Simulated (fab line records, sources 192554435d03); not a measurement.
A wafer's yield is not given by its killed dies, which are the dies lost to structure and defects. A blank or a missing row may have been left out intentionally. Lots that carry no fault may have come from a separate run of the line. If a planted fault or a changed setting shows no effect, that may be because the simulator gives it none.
fab line records + flow n5_finfet
record:
- lots: 11
- wafers: 33
- last_day: 17
route steps=1938 shown BEOL_M9@1468 BEOL_M10@1484
lots with no fault: from the same line, run without faults
start_h: hours from the record's first day to the start of the lot's first wafer shown + wait_h: hours since the lot's step before + " identical to the entry in the row above + L1.1+2: a row that stands for several wafers + - no value, or no start given + * or withheld: withheld + < > ~ a bound
route shown NAME@n: NAME is a module with steps in the file, n the number in the route of the first one + usual: average and standard deviation across the fault-free wafers + same: alike in all rows + chamber/n: place in a boat + sites: readings site by site + _std_site: standard deviation of those values + _edge_site: the outer-site mean with the inner-site mean subtracted + radius_mm: how far each site lies from the wafer's centre + mask NAME#n: copy n + behind: the most recent tool/chamber to have shaped the wafer + hold: why the lot was held/for how many hours/how that ended + device: transistor that didn't switch, given as n, p or np + end of line: the route-end tests of the same wafers + for a step that has no rows: nothing shown but its recipe + killed: not the wafer's yield, but the dies lost to structure and defects at the first sort + map: a wafer's dies, marking killed ones x, the rest . and places with no die _
set.NAME: the run value of the setting; set.NAME@STEP: its run value at that earlier step + model.NAME: the simulator's own value behind a step, which no gauge read
a sample of lots followed through the steps of the route, with each step as a table and each wafer as a row
services: from which hour (start_h, from the record's first day; less than 0 if before it) a tool's chamber was out of use, for how many hours, and why
== steps ==
step: N5_BEOL_M9_RS_MEAS_57
recipe:
- thk_meas_gauge: four-point-probe
- reads: Cu_of_BEOL_M9_ECD_50+Co_of_BEOL_M9_CVD_78+TaN_of_BEOL_M9_ALD_74
usual:
- M9_RS: 0.151/0.0039
| lot.wafer | tool          | chamber | start_h | wait_h | M9_RS[ohm/sq] |
|-----------|---------------|---------|---------|--------|---------------|
| L649.2    | film_metro-01 | -       | 218.51  | 0.1    | 0.145         |
| L649.3    | "             | -       | "       | "      | 0.147         |
| L649.5    | "             | -       | "       | "      | 0.144         |
| L651.1    | film_metro-02 | -       | 224.40  | 0.1    | 0.152         |
| L651.2    | "             | -       | "       | "      | 0.149         |
| L651.5    | "             | -       | "       | "      | 0.158         |
| L650.2    | film_metro-01 | -       | 229.37  | 0.1    | 0.152         |
| L650.3    | "             | -       | "       | "      | 0.151         |
| L650.4    | "             | -       | "       | "      | 0.152         |
| L652.1    | film_metro-02 | -       | 237.41  | 0.1    | 0.151         |
| L652.2    | "             | -       | "       | "      | 0.157         |
| L652.3    | "             | -       | "       | "      | 0.151         |
| L655.2    | film_metro-01 | -       | 251.89  | 0.1    | 0.146         |
| L655.3    | "             | -       | "       | "      | 0.146         |
| L655.6    | "             | -       | "       | "      | 0.147         |
| L662.3    | film_metro-02 | -       | 305.54  | 0.1    | 0.153         |
| L662.4    | "             | -       | "       | "      | 0.152         |
| L662.5    | "             | -       | "       | "      | 0.151         |
| L669.1    | film_metro-01 | -       | 335.07  | 0.1    | 0.148         |
| L669.2    | "             | -       | "       | "      | 0.151         |
| L669.4    | "             | -       | "       | "      | 0.150         |
| L668.1    | film_metro-02 | -       | 338.62  | 0.1    | 0.151         |
| L668.2    | "             | -       | "       | "      | 0.147         |
| L668.5    | "             | -       | "       | "      | 0.154         |
| L670.1    | film_metro-02 | -       | 341.12  | 0.1    | 0.156         |
| L670.3    | "             | -       | "       | "      | 0.149         |
| L670.6    | "             | -       | "       | "      | 0.147         |
| L671.2    | film_metro-02 | -       | 355.86  | 0.1    | 0.149         |
| L671.5    | "             | -       | "       | "      | 0.157         |
| L671.6    | "             | -       | "       | "      | 0.146         |
| L672.1    | film_metro-02 | -       | 356.86  | 0.1    | 0.158         |
| L672.4    | "             | -       | "       | "      | 0.152         |
| L672.6    | "             | -       | "       | "      | 0.150         |
step: N5_BEOL_M10_OVL_MEAS_12
recipe:
- points_per_wafer: 44
usual:
- M10_OVL: 0.2/0.75
| lot.wafer | tool       | chamber | start_h | wait_h | M10_OVL[nm] |
|-----------|------------|---------|---------|--------|-------------|
| L649.2    | overlay-02 | 0       | 220.69  | 0.0    | 0.8         |
| L649.3    | "          | 0       | "       | "      | -0.3        |
| L649.5    | "          | 0       | "       | "      | -0.2        |
| L651.1    | overlay-01 | 0       | 227.56  | 0.0    | -0.1        |
| L651.2    | "          | 0       | "       | "      | 0.9         |
| L651.5    | "          | 0       | "       | "      | 0.9         |
| L650.2    | overlay-02 | 0       | 231.83  | 0.0    | -1.3        |
| L650.3    | "          | 0       | "       | "      | -1.3        |
| L650.4    | "          | 0       | "       | "      | -0.9        |
| L652.1    | overlay-02 | 0       | 242.32  | 0.0    | -0.6        |
| L652.2    | "          | 0       | "       | "      | -0.1        |
| L652.3    | "          | 0       | "       | "      | -0.2        |
| L655.2    | overlay-02 | 0       | 254.24  | 0.0    | -0.3        |
| L655.3    | "          | 0       | "       | "      | 0.0         |
| L655.6    | "          | 0       | "       | "      | 0.3         |
| L662.3    | overlay-02 | 0       | 306.93  | 0.0    | 1.0         |
| L662.4    | "          | 0       | "       | "      | 0.8         |
| L662.5    | "          | 0       | "       | "      | 0.2         |
| L669.1    | overlay-02 | 0       | 337.41  | 0.0    | 1.4         |
| L669.2    | "          | 0       | "       | "      | 0.8         |
| L669.4    | "          | 0       | "       | "      | 0.7         |
| L668.1    | overlay-01 | 0       | 341.90  | 0.0    | -0.7        |
| L668.2    | "          | 0       | "       | "      | 0.6         |
| L668.5    | "          | 0       | "       | "      | 0.7         |
| L670.1    | overlay-01 | 0       | 342.78  | 0.0    | 0.0         |
| L670.3    | "          | 0       | "       | "      | -0.1        |
| L670.6    | "          | 0       | "       | "      | -0.1        |
| L671.2    | overlay-01 | 0       | 357.76  | 0.0    | 1.4         |
| L671.5    | "          | 0       | "       | "      | 1.0         |
| L671.6    | "          | 0       | "       | "      | 1.4         |
| L672.1    | overlay-01 | 0       | 358.55  | 0.0    | 0.1         |
| L672.4    | "          | 0       | "       | "      | -0.2        |
| L672.6    | "          | 0       | "       | "      | -0.2        |
step: N5_BEOL_M10_ETCH_61
recipe:
- chemistry: CF4
- target: SiARC
- target_depth_a: 390
- mask_material: CAR-ArF
- time_s: 65
- ion_energy_ev: 80
- pressure_mtorr: 40
- source_w: 545
- bias_w: 36
- Ar_flow_sccm: 100
- cf4_flow_sccm: 100
- ends: cleared
usual:
- drypump_motor_current_A: 5.7/0.33
- etch_rf_on_time_s: 64.7/1.4
- oes_product_au: 0.67/0.089
- rf_vpp_V: 184.1/1.3
- showerhead_plenum_p_Torr: 2.15/0.079
- throttle_valve_pct: 15.62/0.24
| lot.wafer | tool        | chamber | start_h | wait_h | drypump_motor_current_A | etch_rf_on_time_s | oes_product_au | rf_hours_counter_h | rf_vpp_V | showerhead_plenum_p_Torr | throttle_valve_pct |
|-----------|-------------|---------|---------|--------|-------------------------|-------------------|----------------|--------------------|----------|--------------------------|--------------------|
| L649.2    | rie_diel-06 | 2       | 221.21  | 0.0    | 6.3                     | 63.7              | 0.81           | 8                  | 185.2    | 2.29                     | 15.43              |
| L649.3    | "           | 1       | "       | "      | 5.5                     | 66.9              | 0.61           | 221                | 184.4    | 2.12                     | 15.97              |
| L649.5    | "           | 3       | "       | "      | 5.2                     | 65.0              | 0.62           | -                  | 183.4    | 2.04                     | 15.44              |
| L651.1    | rie_diel-03 | 0       | 227.65  | 0.0    | 5.6                     | 64.4              | 0.65           | 167                | 184.3    | 2.05                     | 15.68              |
| L651.2    | "           | 1       | "       | "      | 5.3                     | 63.3              | 0.60           | 209                | 184.1    | 2.20                     | 15.69              |
| L651.5    | "           | 0       | "       | "      | 5.6                     | 64.4              | 0.65           | -                  | 182.4    | 2.05                     | 15.71              |
| L650.2    | rie_diel-03 | 1       | 231.93  | 0.0    | 5.3                     | 62.9              | 0.60           | 210                | 185.0    | 2.20                     | 15.69              |
| L650.3    | "           | 0       | "       | "      | 5.5                     | 63.7              | 0.65           | 168                | 185.1    | 2.05                     | 15.69              |
| L650.4    | "           | 2       | "       | "      | 6.1                     | 65.4              | 0.59           | 242                | 183.1    | 2.12                     | 15.65              |
| L652.1    | rie_diel-02 | 1       | 242.59  | 0.0    | 5.9                     | 65.8              | 0.60           | 230                | 185.1    | 2.20                     | 15.93              |
| L652.2    | "           | 3       | "       | "      | 5.6                     | 63.8              | 0.62           | 231                | 182.7    | 2.11                     | 16.14              |
| L652.3    | "           | 0       | "       | "      | 5.6                     | 68.0              | 0.58           | 238                | 184.0    | 2.12                     | 15.74              |
| L655.2    | rie_diel-06 | 0       | 254.94  | 0.0    | 5.8                     | 95.1              | 0.51           | 204                | 184.5    | 2.20                     | 15.77              |
| L655.3    | "           | 1       | "       | "      | 5.4                     | 66.6              | 0.60           | 233                | 183.8    | 2.12                     | 16.00              |
| L655.6    | "           | 3       | "       | "      | 5.3                     | 64.6              | 0.61           | -                  | 183.5    | 2.04                     | 15.43              |
| L662.3    | rie_diel-03 | 0       | 307.09  | 0.0    | 5.6                     | 63.6              | 0.63           | 198                | 182.8    | 2.04                     | 15.75              |
| L662.4    | "           | 3       | "       | "      | 5.9                     | 66.7              | 0.68           | 98                 | 185.0    | 2.24                     | 15.56              |
| L662.5    | "           | 2       | "       | "      | 6.1                     | 64.6              | 0.80           | -                  | 182.8    | 2.12                     | 15.20              |
| L669.1    | rie_diel-03 | 3       | 337.76  | 0.0    | 5.9                     | 67.0              | 0.67           | 108                | 185.0    | 2.24                     | 15.56              |
| L669.2    | "           | 2       | "       | "      | 6.1                     | 66.0              | 0.76           | 16                 | 185.4    | 2.11                     | 15.21              |
| L669.4    | "           | 3       | "       | "      | 5.9                     | 66.3              | 0.67           | -                  | 184.4    | 2.24                     | 15.59              |
| L668.1    | rie_diel-02 | 2       | 341.99  | 0.0    | 5.4                     | 62.3              | 0.79           | 35                 | 182.7    | 2.10                     | 15.27              |
| L668.2    | "           | 1       | "       | "      | 5.9                     | 63.5              | 0.85           | 5                  | 185.4    | 2.19                     | 15.46              |
| L668.5    | "           | 0       | "       | "      | 5.6                     | 65.2              | 0.78           | -                  | 183.5    | 2.11                     | 15.33              |
| L670.1    | rie_diel-06 | 3       | 343.28  | 0.0    | 5.2                     | 64.0              | 0.60           | 230                | 180.8    | 2.03                     | 15.53              |
| L670.3    | "           | 1       | "       | "      | 5.4                     | 63.9              | 0.82           | 9                  | 185.4    | 2.11                     | 15.53              |
| L670.6    | "           | 2       | "       | "      | 6.3                     | 64.7              | 0.73           | -                  | 185.4    | 2.27                     | 15.53              |
| L671.2    | rie_diel-02 | 2       | 357.85  | 0.0    | 5.4                     | 63.3              | 0.78           | 42                 | 181.9    | 2.10                     | 15.29              |
| L671.5    | "           | 3       | "       | "      | 5.6                     | 64.8              | 0.84           | -                  | 183.6    | 2.10                     | 15.74              |
| L671.6    | "           | 2       | "       | "      | 5.4                     | 63.0              | 0.78           | -                  | 183.4    | 2.10                     | 15.29              |
| L672.1    | rie_diel-02 | 3       | 358.65  | 0.0    | 5.6                     | 64.0              | 0.83           | 2                  | 182.9    | 2.10                     | 15.73              |
| L672.4    | "           | 0       | "       | "      | 5.6                     | 65.4              | 0.75           | 21                 | 184.5    | 2.11                     | 15.34              |
| L672.6    | "           | 1       | "       | "      | 5.9                     | 63.9              | 0.81           | -                  | 183.2    | 2.19                     | 15.48              |
step: N5_BEOL_M10_CD_MEAS_18
recipe:
- pitch_nm: 140
- target_cd_nm: 70
usual:
- cd_nm: 69.8/0.62
| lot.wafer | tool      | chamber | start_h | wait_h | cd_nm |
|-----------|-----------|---------|---------|--------|-------|
| L649.2    | cd_sem-03 | -       | 221.63  | 0.1    | 70.8  |
| L649.3    | "         | -       | "       | "      | 69.3  |
| L649.5    | "         | -       | "       | "      | 70.7  |
| L651.1    | cd_sem-03 | -       | 228.07  | 0.0    | 70.3  |
| L651.2    | "         | -       | "       | "      | 69.4  |
| L651.5    | "         | -       | "       | "      | 70.1  |
| L650.2    | cd_sem-01 | -       | 232.34  | 0.1    | 71.4  |
| L650.3    | "         | -       | "       | "      | 70.2  |
| L650.4    | "         | -       | "       | "      | 70.6  |
| L652.1    | cd_sem-01 | -       | 243.01  | 0.0    | 70.3  |
| L652.2    | "         | -       | "       | "      | 69.6  |
| L652.3    | "         | -       | "       | "      | 69.6  |
| L655.2    | cd_sem-02 | -       | 255.37  | 0.1    | 70.9  |
| L655.3    | "         | -       | "       | "      | 69.7  |
| L655.6    | "         | -       | "       | "      | 69.8  |
| L662.3    | cd_sem-02 | -       | 307.51  | 0.1    | 69.9  |
| L662.4    | "         | -       | "       | "      | 69.2  |
| L662.5    | "         | -       | "       | "      | 68.9  |
| L669.1    | cd_sem-02 | -       | 338.18  | 0.0    | 70.3  |
| L669.2    | "         | -       | "       | "      | 71.1  |
| L669.4    | "         | -       | "       | "      | 70.3  |
| L668.1    | cd_sem-01 | -       | 342.41  | 0.0    | 69.2  |
| L668.2    | "         | -       | "       | "      | 69.8  |
| L668.5    | "         | -       | "       | "      | 69.7  |
| L670.1    | cd_sem-03 | -       | 343.70  | 0.0    | 69.9  |
| L670.3    | "         | -       | "       | "      | 70.1  |
| L670.6    | "         | -       | "       | "      | 69.9  |
| L671.2    | cd_sem-01 | -       | 358.41  | 0.1    | 68.4  |
| L671.5    | "         | -       | "       | "      | 68.9  |
| L671.6    | "         | -       | "       | "      | 68.2  |
| L672.1    | cd_sem-01 | -       | 359.06  | 0.0    | 70.4  |
| L672.4    | "         | -       | "       | "      | 69.3  |
| L672.6    | "         | -       | "       | "      | 70.2  |
== services ==
| tool        | chamber | start_h | hours | kind                          |
|-------------|---------|---------|-------|-------------------------------|
| rie_diel-03 | 3       | 225.89  | 3.9   | repair                        |
| rie_diel-02 | 2       | 241.87  | -     | clean                         |
| rie_diel-02 | 2       | 241.87  | -     | consumable_replace:focus_ring |
| rie_diel-02 | 2       | 241.87  | 24.2  | scheduled_down                |
| rie_diel-02 | 2       | 241.87  | 24.2  | vent_cycle                    |
| rie_diel-03 | 2       | 256.56  | -     | clean                         |
| rie_diel-03 | 2       | 256.56  | -     | consumable_replace:focus_ring |
| rie_diel-03 | 2       | 256.56  | 32.4  | scheduled_down                |
| rie_diel-03 | 2       | 256.56  | 32.4  | vent_cycle                    |
| rie_diel-06 | 2       | 279.68  | 6.7   | repair                        |
| rie_diel-02 | 0       | 290.62  | -     | clean                         |
| rie_diel-02 | 0       | 290.62  | -     | consumable_replace:focus_ring |
| rie_diel-02 | 0       | 290.62  | 26.0  | scheduled_down                |
| rie_diel-02 | 0       | 290.62  | 26.0  | vent_cycle                    |
| rie_diel-02 | 1       | 316.83  | -     | clean                         |
| rie_diel-02 | 1       | 316.83  | -     | consumable_replace:focus_ring |
| rie_diel-02 | 1       | 316.83  | 16.5  | scheduled_down                |
| rie_diel-02 | 1       | 316.83  | 16.5  | vent_cycle                    |
| rie_diel-02 | 3       | 333.67  | -     | clean                         |
| rie_diel-02 | 3       | 333.67  | -     | consumable_replace:focus_ring |
| rie_diel-02 | 3       | 333.67  | 18.8  | scheduled_down                |
| rie_diel-02 | 3       | 333.67  | 18.8  | vent_cycle                    |
| rie_diel-03 | 1       | 337.73  | -     | clean                         |
| rie_diel-03 | -       | 355.55  | 2.2   | repair                        |
== key ==
first_sign:
- step: N5_BEOL_M10_ETCH_61
- reading: etch_rf_on_time_s
- direction: up
- sigmas: 22
- usual: *
- struck: *
effect none on later readings
met_at N5_BEOL_M10_ETCH_61
struck_lots L655
struck_wafers L655.2
not_acting_at N5_BEOL_M9_RS_MEAS_57,N5_BEOL_M10_OVL_MEAS_12,N5_BEOL_M10_CD_MEAS_18
fault:
- kind: process_parameter_drift
- tool: rie_diel-06
- chamber: 0
- onset_h: 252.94
- steps: N5_BEOL_M10_ETCH_61
- channel: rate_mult
- offset: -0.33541
- shape: step
- end_h: 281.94
